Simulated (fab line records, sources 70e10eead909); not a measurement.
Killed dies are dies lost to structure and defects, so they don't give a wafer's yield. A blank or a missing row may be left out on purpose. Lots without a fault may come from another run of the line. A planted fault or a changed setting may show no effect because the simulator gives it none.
Chamber matching | flow nand_harc | NHARC_A_CONTACT_ETCH_92 on rie_diel-08: 4 sister chambers
The step etches the open film in CH3F/O2, target depth 40 nm, time 85.7 s. 8 wafers are shown with their chamber, then 12 later ones without.

WAFERS WITH THEIR CHAMBER
wafer  | chamber | drypump_motor_current_A (A) | showerhead_plenum_p_Torr (Torr)
L080.3 | 3       | 5.4                         | 2.33
L085.2 | 3       | 5.4                         | 2.33
L089.1 | 0       | 6.8                         | 2.52
L089.2 | 1       | 5.8                         | 2.48
L089.4 | 2       | 5.4                         | 2.36
L090.3 | 1       | 5.7                         | 2.48
L090.4 | 2       | 5.4                         | 2.36
L090.5 | 0       | 6.8                         | 2.51

WAFERS WITHOUT THEIR CHAMBER
wafer  | drypump_motor_current_A (A) | showerhead_plenum_p_Torr (Torr)
L091.1 | 6.8                         | 2.51
L091.4 | 5.4                         | 2.36
L091.5 | 5.8                         | 2.48
L093.1 | 5.4                         | 2.33
L093.4 | 5.8                         | 2.48
L093.5 | 6.8                         | 2.51
L094.3 | 5.4                         | 2.36
L094.5 | 5.8                         | 2.48
L094.6 | 6.8                         | 2.51
L096.1 | 5.4                         | 2.32
L096.2 | 5.8                         | 2.48
L096.5 | 6.8                         | 2.51

WHICH CHAMBER EACH WENT THROUGH
wafer  | from the rows above | in truth
L091.1 | 0                   | 0
L091.4 | 2                   | 2
L091.5 | 1                   | 1
L093.1 | 3                   | 3
L093.4 | 1                   | 1
L093.5 | 0                   | 0
L094.3 | 2                   | 2
L094.5 | 1                   | 1
L094.6 | 0                   | 0
L096.1 | 3                   | 3
L096.2 | 1                   | 1
L096.5 | 0                   | 0
Placed correctly: 12 of 12. Can't be placed from these rows: 0. Placed wrongly: 0.
How it was worked out, from the rows above alone: a wafer's distance from a chamber is the root of the sum, over the readings, of the square of ((its reading less the chamber's mean) divided by the reading's scatter). The wafer belongs to the nearest chamber; if the next one is less than 2 further off, it can't be placed. A chamber's mean is the mean of its shown wafers. The scatter: the root of (the sum of the squares of (reading less its chamber's mean) over the shown wafers, divided by (wafers less chambers)).
